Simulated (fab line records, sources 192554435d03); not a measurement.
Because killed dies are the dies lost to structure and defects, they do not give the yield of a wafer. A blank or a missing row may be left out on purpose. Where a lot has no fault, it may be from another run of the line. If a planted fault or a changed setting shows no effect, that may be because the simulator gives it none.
Matching of chambers	flow n5-finfet	N5_BEOL_M5_ALD_86 on ald-metal-02 has 4 sister chambers
The step deposits TaN, pulse time 2 s, purge time 3 s, co reactant purge time 2 s. 8 wafers are shown with their chamber, then 9 later ones without.

== WAFERS WITH THEIR CHAMBER ==
wafer	chamber	heater-power-w (W)
L084.1	1	357
L084.2	0	427
L084.6	1	348
L087.5	3	417
L087.6	2	424
L088.1	0	424
L088.4	2	422
L088.5	3	431

== WAFERS WITHOUT THEIR CHAMBER ==
wafer	heater-power-w (W)
L092.2	416
L092.4	434
L092.6	345
L091.1	426
L091.4	357
L091.5	423
L096.1	428
L096.4	422
L096.6	419

== CHAMBER TAKEN BY EACH ==
wafer	from the rows above	in truth
L092.2	can't be placed: 2 or 3 or 0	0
L092.4	can't be placed: 0 or 3 or 2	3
L092.6	1	1
L091.1	can't be placed: 0 or 3 or 2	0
L091.4	1	1
L091.5	can't be placed: 2 or 3 or 0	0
L096.1	can't be placed: 0 or 3 or 2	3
L096.4	can't be placed: 2 or 3 or 0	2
L096.6	can't be placed: 2 or 3 or 0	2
2 of 9 placed correctly. Not placeable from these rows: 7 (in 7, the candidates include the true chamber). 0 placed wrongly.
How it was worked out, from the rows above alone: a wafer's distance from a chamber is the root of the sum, over the readings, of the square of ((its reading less the chamber's mean) divided by the reading's scatter). If the next closest chamber is less than 2 further off than the closest, the wafer can't be placed; otherwise it belongs to the closest. The mean given for a chamber averages the wafers shown for that chamber. The scatter: the root of (the sum of the squares of (reading less its chamber's mean) over the shown wafers, divided by (wafers less chambers)).
